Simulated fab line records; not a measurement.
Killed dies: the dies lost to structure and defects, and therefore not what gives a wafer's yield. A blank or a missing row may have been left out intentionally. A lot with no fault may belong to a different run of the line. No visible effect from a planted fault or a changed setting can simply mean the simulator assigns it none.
Which tool is to blame? -- flow nand-harc -- 13 lots, 39 wafers sampled, at 4 steps of a route of 1302

## WHAT THE GAUGES READ, wafer by wafer
The record lacks any reading of a measuring or inspecting step that a usual standard deviation could be used to judge.

## TOOL THAT RAN EACH LOT (tool first, then ch and the chambers of the sampled wafers, then the start)
lot,NHARC_A_STAIRCASE_STRIP_171,NHARC_A_STAIRCASE_ETCH_13,NHARC_A_STAIRCASE_TRIM_18,NHARC_A_STAIRCASE_TRIM_22
L867,"plasma-asher-02 ch 0,1, day 15 14:33","rie-diel-05 ch 0,1, day 15 16:26","rie-diel-05 ch 0,2, no start","rie-diel-12 ch 0,1,2, no start"
L869,"plasma-asher-02 ch 0,1, day 16 13:18","rie-diel-05 ch 0,2,3, day 16 15:05","rie-diel-05 ch 0,1,3, no start","rie-diel-12 ch 0,1,2, no start"
L872,"plasma-asher-01 ch 0,1, day 17 21:53","rie-diel-12 ch 0,1,2, day 17 23:50","rie-diel-12 ch 0,1,3, no start","rie-diel-09 ch 0,1,3, no start"
L878,"plasma-asher-01 ch 0,1, day 19 20:26","rie-diel-05 ch 1,3, day 19 22:07","rie-diel-05 ch 0,2,3, no start","rie-diel-09 ch 0,3, no start"
L882,"plasma-asher-02 ch 0,1, day 22 01:16","rie-diel-09 ch 0,1,2, day 22 02:58","rie-diel-09 ch 1,2,3, no start","rie-diel-05 ch 1,2,3, no start"
L881,"plasma-asher-02 ch 0,1, day 22 01:30","rie-diel-09 ch 1,2,3, day 22 03:49","rie-diel-09 ch 1,2,3, no start","rie-diel-09 ch 1,2,3, no start"
L884,"plasma-asher-02 ch 0,1, day 22 17:52","rie-diel-12 ch 1,2,3, day 22 19:41","rie-diel-12 ch 2,3, no start","rie-diel-12 ch 0,2,3, no start"
L885,"plasma-asher-02 ch 0,1, day 23 09:08","rie-diel-05 ch 0,2,3, day 23 10:46","rie-diel-05 ch 0,2,3, no start","rie-diel-09 ch 0,1,3, no start"
L886,"plasma-asher-02 ch 0,1, day 23 13:21","rie-diel-09 ch 1,2, day 23 15:09","rie-diel-09 ch 0,1, day 23 16:31 or earlier","rie-diel-12 ch 1,3, day 23 16:31"
L887,"plasma-asher-01 ch 0,1, day 23 19:44","rie-diel-12 ch 2,3, day 23 21:22","rie-diel-12 ch 1,3, no start","rie-diel-12 ch 2,3, no start"
L889,"plasma-asher-02 ch 0,1, day 24 15:16","rie-diel-09 ch 0,1,2, day 24 17:02","rie-diel-09 ch 1,2,3, no start","rie-diel-09 ch 1,2,3, no start"
L888,"plasma-asher-01 ch 0,1, day 24 20:02","rie-diel-05 ch 1,2,3, day 24 21:41","rie-diel-05 ch 0,3, no start","rie-diel-12 ch 1,2, no start"
L890,"plasma-asher-01 ch 0,1, day 25 17:23","rie-diel-05 ch 0,3, day 25 19:11","rie-diel-05 ch 0,2, no start","rie-diel-09 ch 0,1,3, no start"
- NHARC_A_STAIRCASE_STRIP_171: strips in O2.
- NHARC_A_STAIRCASE_ETCH_13: etches the open film in C4F8/O2, target depth 100 nm, time 40.5 s.
- NHARC_A_STAIRCASE_TRIM_18: chemistry O2, time 211.2 s.
- NHARC_A_STAIRCASE_TRIM_22: chemistry O2, time 211.2 s.

## AS READ BY THE TOOLS THEMSELVES (means over the sampled wafers that have a number; for cases with no such wafer, the mark the record gives instead)
NHARC_A_STAIRCASE_STRIP_171. Usual: drypump-motor-current-A 5.7 A, standard deviation 0.37; heater-power-w 324 W, standard deviation 35.
lot,tool,drypump-motor-current-A (A),heater-power-w (W),flag
L867,plasma-asher-02,5.8,304,
L869,plasma-asher-02,5.5,296,
L872,plasma-asher-01,5.6,368,
L878,plasma-asher-01,5.8,359,
L882,plasma-asher-02,5.5,301,
L881,plasma-asher-02,5.7,309,
L884,plasma-asher-02,5.5,301,
L885,plasma-asher-02,5.5,296,
L886,plasma-asher-02,5.5,292,
L887,plasma-asher-01,5.6,387,
L889,plasma-asher-02,5.5,299,
L888,plasma-asher-01,5.6,388,
L890,plasma-asher-01,5.9,368,

NHARC_A_STAIRCASE_ETCH_13. Usual: oes-product-au 0.945 a.u., standard deviation 0.015; rf-vpp-V 897 V, standard deviation 5.6; run-length-s 61.8 s, standard deviation 0.35.
lot,tool,oes-product-au (a.u.),rf-vpp-V (V),run-length-s (s),flag
L867,rie-diel-05,0.940,895,61.7,
L869,rie-diel-05,0.945,895,61.9,
L872,rie-diel-12,0.934,902,61.7,
L878,rie-diel-05,0.927,889,58.7,OFF
L882,rie-diel-09,0.938,898,61.4,
L881,rie-diel-09,0.926,902,61.8,
L884,rie-diel-12,0.945,897,61.8,
L885,rie-diel-05,0.957,894,61.8,
L886,rie-diel-09,0.941,902,61.6,
L887,rie-diel-12,0.947,895,61.8,
L889,rie-diel-09,0.949,897,61.6,
L888,rie-diel-05,0.947,891,61.7,
L890,rie-diel-05,0.956,892,61.9,

NHARC_A_STAIRCASE_TRIM_18. Usual: drypump-motor-current-A 5.7 A, standard deviation 0.48; oes-product-au 1.004 a.u., standard deviation 0.013; rf-vpp-V 57.9 V, standard deviation 0.99; showerhead-plenum-p-Torr 3.56 Torr, standard deviation 0.16; throttle-valve-pct 17.037 %, standard deviation 0.0087.
lot,tool,drypump-motor-current-A (A),oes-product-au (a.u.),rf-vpp-V (V),showerhead-plenum-p-Torr (Torr),throttle-valve-pct (%),flag
L867,rie-diel-05,5.9,1.006,57.4,3.56,17.039,
L869,rie-diel-05,5.3,0.998,57.4,3.46,17.040,
L872,rie-diel-12,5.5,1.014,57.6,3.62,17.046,
L878,rie-diel-05,5.8,1.006,58.1,3.48,17.029,
L882,rie-diel-09,6.0,0.992,58.3,3.66,17.035,
L881,rie-diel-09,6.1,0.991,58.7,3.66,17.031,
L884,rie-diel-12,5.5,1.006,57.9,3.50,17.034,
L885,rie-diel-05,5.8,1.004,57.6,3.46,17.035,
L886,rie-diel-09,6.1,1.007,56.8,3.46,17.036,
L887,rie-diel-12,5.1,1.010,57.1,3.48,17.028,
L889,rie-diel-09,6.0,0.990,58.2,3.65,17.043,
L888,rie-diel-05,5.3,1.010,57.7,3.49,17.038,
L890,rie-diel-05,5.8,1.002,58.7,3.52,17.036,

NHARC_A_STAIRCASE_TRIM_22. Usual: drypump-motor-current-A 5.7 A, standard deviation 0.47; oes-product-au 1.005 a.u., standard deviation 0.012; rf-vpp-V 57.8 V, standard deviation 0.84; showerhead-plenum-p-Torr 3.57 Torr, standard deviation 0.16; throttle-valve-pct 17.036 %, standard deviation 0.0084.
lot,tool,drypump-motor-current-A (A),oes-product-au (a.u.),rf-vpp-V (V),showerhead-plenum-p-Torr (Torr),throttle-valve-pct (%),flag
L867,rie-diel-12,5.6,1.011,57.7,3.71,17.030,
L869,rie-diel-12,5.6,1.007,58.3,3.71,17.033,
L872,rie-diel-09,6.0,1.010,57.3,3.55,17.038,
L878,rie-diel-09,5.9,1.008,57.7,3.42,17.041,
L882,rie-diel-05,5.8,1.003,57.6,3.40,17.029,
L881,rie-diel-09,6.0,0.994,58.6,3.66,17.034,
L884,rie-diel-12,5.6,1.009,56.7,3.54,17.030,
L885,rie-diel-09,6.0,0.996,56.9,3.52,17.037,
L886,rie-diel-12,5.2,1.013,57.7,3.62,17.033,
L887,rie-diel-12,5.3,1.011,57.2,3.42,17.033,
L889,rie-diel-09,6.0,0.996,58.0,3.65,17.035,
L888,rie-diel-12,5.4,1.008,58.2,3.69,17.038,
L890,rie-diel-09,6.0,0.991,57.5,3.51,17.037,

## THE ANSWER, worked out from the rows above alone
Rule: lot off if the mean of its wafers having a number is beyond 3 standard deviations from the usual mean. Also off: a lot with no number at a reading for which 4 or more lots have one. Where the step has rows for the other lots, those lots are counted as sound. After the gauges, taken in route order, come the tools' own readings; for these a lot's mean is taken, as printed above. The first step at which some lot is off is used, and at that step the reading that is off furthest; a lot without a number counts as furthest.
Off, at NHARC_A_STAIRCASE_ETCH_13 on run-length-s: L878.
If a tool, at that step or one of the process steps before it, ran each lot that is off and ran no sound lot following the first of them, it fits. None of those tried fits.

## WHAT HAD BEEN PUT IN BY THE SIMULATOR
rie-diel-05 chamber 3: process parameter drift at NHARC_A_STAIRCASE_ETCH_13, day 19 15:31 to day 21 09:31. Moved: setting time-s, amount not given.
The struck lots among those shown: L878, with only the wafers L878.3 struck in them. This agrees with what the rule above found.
